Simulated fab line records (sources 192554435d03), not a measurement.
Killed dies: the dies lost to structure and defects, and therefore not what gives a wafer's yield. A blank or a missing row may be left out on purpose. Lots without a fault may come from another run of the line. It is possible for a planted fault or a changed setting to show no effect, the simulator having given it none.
Matching of chambers + flow n5Finfet + uvCure-03 running N5_BEOL_M5_CURE_80: 3 sister chambers
The step cures SiCOH lowk, time 120 s. 27 wafers are shown with their chamber, then 12 later ones without.

## EACH WAFER AND ITS CHAMBER
| wafer  | chamber | wafer_temp_C_max | lampPowerPct (%) |
|--------|---------|------------------|------------------|
| L074.1 | 1       | 371.5            | 52.33            |
| L074.3 | 1       | 372.2            | 52.39            |
| L074.5 | 1       | 371.9            | 52.35            |
| L077.1 | 1       | 372.2            | 52.37            |
| L077.4 | 1       | 371.0            | 52.28            |
| L077.6 | 1       | 372.0            | 52.29            |
| L076.1 | 0       | 372.2            | 52.31            |
| L076.4 | 0       | 371.6            | 52.30            |
| L076.6 | 0       | 371.7            | 52.34            |
| L080.1 | 2       | 371.0            | 52.31            |
| L080.3 | 2       | 371.1            | 52.43            |
| L080.5 | 2       | 370.7            | 52.30            |
| L082.1 | 2       | 370.9            | 52.24            |
| L082.4 | 2       | 371.1            | 52.29            |
| L082.5 | 2       | 371.3            | 52.29            |
| L081.1 | 2       | 371.1            | 52.32            |
| L081.2 | 2       | 370.8            | 52.20            |
| L081.6 | 2       | 370.9            | 52.21            |
| L083.1 | 2       | 371.1            | 52.28            |
| L083.3 | 2       | 371.1            | 52.30            |
| L083.5 | 2       | 370.6            | 52.30            |
| L083.2 | 2       | 370.6            | 52.34            |
| L083.4 | 2       | 371.3            | 52.24            |
| L083.6 | 2       | 370.4            | 52.31            |
| L088.1 | 1       | 371.4            | 52.41            |
| L088.5 | 1       | 372.2            | 52.41            |
| L088.6 | 1       | 371.5            | 52.36            |

SIGNATURES (averages over the wafers above)
| reading          | chamber 0 | chamber 1 | chamber 2 | scatter within a chamber |
|------------------|-----------|-----------|-----------|--------------------------|
| wafer_temp_C_max | 371.833   | 371.767   | 370.933   | 0.335                    |
| lampPowerPct     | 52.3167   | 52.3544   | 52.2907   | 0.0511                   |
Rule: a wafer lies at a distance from a chamber equal to the root of the sum of squares, over the readings, of (its reading less the chamber's mean, divided by the reading's scatter). If the next closest chamber is less than 2 further off than the closest, the wafer can't be placed; otherwise it belongs to the closest. The scatter is the square root of a quotient: the sum, over the shown wafers, of each reading's squared deviation from its chamber's mean, divided by wafers minus chambers.

## WAFERS WHOSE CHAMBER IS MISSING
| wafer  | wafer_temp_C_max | lampPowerPct (%) |
|--------|------------------|------------------|
| L088.2 | 371.6            | 52.33            |
| L088.3 | 372.9            | 52.34            |
| L088.4 | 371.8            | 52.30            |
| L090.3 | 371.8            | 52.33            |
| L090.4 | 372.0            | 52.29            |
| L090.6 | 372.1            | 52.21            |
| L091.2 | 371.5            | 52.25            |
| L091.5 | 372.2            | 52.25            |
| L091.6 | 372.4            | 52.27            |
| L092.3 | 371.7            | 52.31            |
| L092.5 | 371.2            | 52.31            |
| L092.6 | 371.3            | 52.28            |

## THE CHAMBER EACH PASSED THROUGH
| wafer  | from the rows above          | in truth |
|--------|------------------------------|----------|
| L088.2 | can't be placed: 1 or 0 or 2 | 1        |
| L088.3 | can't be placed: 0 or 1      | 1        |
| L088.4 | can't be placed: 0 or 1      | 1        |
| L090.3 | can't be placed: 0 or 1      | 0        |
| L090.4 | can't be placed: 0 or 1      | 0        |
| L090.6 | can't be placed: 0 or 1 or 2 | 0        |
| L091.2 | can't be placed: 0 or 2 or 1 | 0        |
| L091.5 | can't be placed: 0 or 1      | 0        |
| L091.6 | can't be placed: 0 or 1      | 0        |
| L092.3 | can't be placed: 0 or 1 or 2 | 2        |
| L092.5 | can't be placed: 2 or 0 or 1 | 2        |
| L092.6 | can't be placed: 2 or 0 or 1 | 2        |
0 of 12 placed correctly. Not placeable from these rows: 12 (in 12, the candidates include the true chamber). Wrongly placed: 0.
